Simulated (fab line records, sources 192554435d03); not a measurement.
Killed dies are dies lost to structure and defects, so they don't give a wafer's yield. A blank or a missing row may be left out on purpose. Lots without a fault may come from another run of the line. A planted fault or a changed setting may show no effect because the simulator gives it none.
A struck lot beside a sound one | flow n5_finfet | 16 steps out of a route of 1938
Sound: wafers L456.1, L456.2, L456.6. Struck: wafer L466.1. (L466.2 of the same lot was not struck and is left out.) The cause comes at the end.
At each step with rows: each side's tool, then ch and its chambers, then its first start. Under that, the readings that differ: sound wafers | struck wafers | difference of the means | sigmas: that difference in standard deviations of wafers without a fault.
alike: readings whose means differ by less than 2 such deviations, and words and numbers that are the same on both sides. not compared: withheld readings, readings that some wafer has no value for, bounds like >300 that may hide the same value, and numbers for which the record gives no deviation and whose values overlap.
The two part at a step that has a row with sigmas, a row that says differs or no value, or rows on one side only. Numbers that don't overlap but have no deviation are shown without sigmas and don't part them. A reading that every wafer of one side lacks parts them only if that side has two wafers or more.

first, 1 step without rows for these wafers: N5_BEOL_M3_DEVELOP_27 (develop time 30 s).
N5_BEOL_M3_CD_MEAS_28: target cd 25.7 nm, target cd y 23.3 nm.
  sound on cd_sem-03 ch 0, day 8 09:35; struck on cd_sem-03 ch 0, day 9 15:58
  alike: cd_nm
N5_BEOL_M3_OVL_MEAS_29:
  sound on overlay-02 ch 0, day 8 09:37; struck on overlay-02 ch 0, day 9 16:00
  alike: V2_OVL
N5_BEOL_M3_INSPECT_30: inspects for defects (brightfield).
  sound on defect_inspect-01, day 8 09:40; struck on defect_inspect-02, day 9 16:04
  alike: raw_defect_count
N5_BEOL_M3_DESCUM_33: chemistry O2, time 7 s.
  sound on rie_diel-04 ch 1,2, day 8 09:42; struck on rie_diel-05 ch 0, day 9 16:08
  alike: bias_power_w, drypump_motor_current_A, o2_flow_sccm, oes_product_au, rf_vpp_V, showerhead_plenum_p_Torr, throttle_valve_pct
  not compared: rf_hours_counter_h
N5_BEOL_M3_ETCH_77: etches underlayer in N2/H2, target depth 6.5 nm, time 5.2 s.
  sound on rie_diel-04 ch 1,2, day 8 09:44; struck on rie_diel-05 ch 0, day 9 16:10
  alike: drypump_motor_current_A, etch_rf_on_time_s, oes_product_au, rf_vpp_V, showerhead_plenum_p_Torr, throttle_valve_pct
  not compared: rf_hours_counter_h
then, 1 step without rows for these wafers: N5_BEOL_M3_ETCH_69 (etches SiARC in CF4, target depth 15.6 nm, time 26 s).
N5_BEOL_M3_ALD_98: deposits SiO2, target thk 2.5 nm, pulse time 1 s, co reactant pulse time 1 s.
  sound on ald_sin-03 ch 0,2, day 8 11:04; struck on ald_sin-01 ch 2, day 9 16:37
  alike: heater_power_w, precursor_pulse_height_rel
N5_BEOL_M3_ETCHBACK_99: etches SiO2 in CHF3, target depth 5 nm, time 10.4 s.
  sound on rie_diel-04 ch 0,2,3, day 8 11:36; struck on rie_diel-05 ch 0, day 10 16:10
  alike: drypump_motor_current_A, oes_ar_750_au, oes_f_703_au, oes_product_au, rf_vpp_V, showerhead_plenum_p_Torr, throttle_valve_pct
  not compared: rf_hours_counter_h
N5_BEOL_M3_ETCH_70: etches SOC in N2/H2, target depth 80 nm, overetch 16 nm, time 120 s.
  sound on rie_diel-04 ch 0,2,3, day 8 11:38; struck on rie_diel-05 ch 0, day 10 16:11
  alike: drypump_motor_current_A, oes_product_au, rf_vpp_V, showerhead_plenum_p_Torr, throttle_valve_pct
  not compared: rf_hours_counter_h
then, 2 steps without rows for these wafers: N5_BEOL_M3_STRIP_71 (strips in N2/H2); N5_BEOL_M3_STRIP_78 (strips in N2/H2).
N5_BEOL_M3_VIA_ETCH_34: etches the open film in C4F6/O2, target depth 69.4 nm, time 65.9 s.
  sound on rie_diel-04 ch 0,2,3, day 8 11:44; struck on rie_diel-05 ch 0, day 10 16:17
  reading                                  | sound             | struck | difference | sigmas
  model.etch.depth_nm (nm)                 | 65.99 69.83 67.45 | 53.05  | -14.71     |
  model.SOC_of_BEOL_M3_COAT_67.thk_nm (nm) | 52.2 51.8 52.2    | 53.8   | +1.7       |
  alike: drypump_motor_current_A, oes_ar_750_au, oes_f_703_au, oes_o_777_au, oes_product_au, rf_vpp_V, showerhead_plenum_p_Torr, throttle_valve_pct
  not compared: rf_hours_counter_h
then, 1 step without rows for these wafers: N5_BEOL_M3_STRIP_83 (strips in C4F6/O2).
N5_BEOL_M4_RC_MEAS_101:
  sound on prober-02 ch 0, day 9 07:47; struck on prober-01 ch 0, day 11 08:56
  reading        | sound          | struck | difference | sigmas
  IOFF_P (nA/um) | 0.17 0.18 0.15 | 0.24   | +0.07      | +2
  SS_N (mV/dec)  | 70.9 70.8 70.5 | 72.1   | +1.4       | +2
  alike: DIBL_N, DIBL_P, IOFF_N, ION_N, ION_P, SS_P, VT_N, VT_P
-- the record jumps here: 4 days lie between the struck wafers' starts before and after (it left off in module BEOL_M4 and takes up again in module PASSIVATION, whose first step shown is number 1936 of the route) --
N5_PASSIVATION_PROBE_49:
  the record has rows for the struck wafers here (prober-02, day 15 19:52) and none for the sound ones

WHERE THEY PART
First at N5_BEOL_M4_RC_MEAS_101; last, within this record, at N5_PASSIVATION_PROBE_49.

WHY: what the simulator had put in
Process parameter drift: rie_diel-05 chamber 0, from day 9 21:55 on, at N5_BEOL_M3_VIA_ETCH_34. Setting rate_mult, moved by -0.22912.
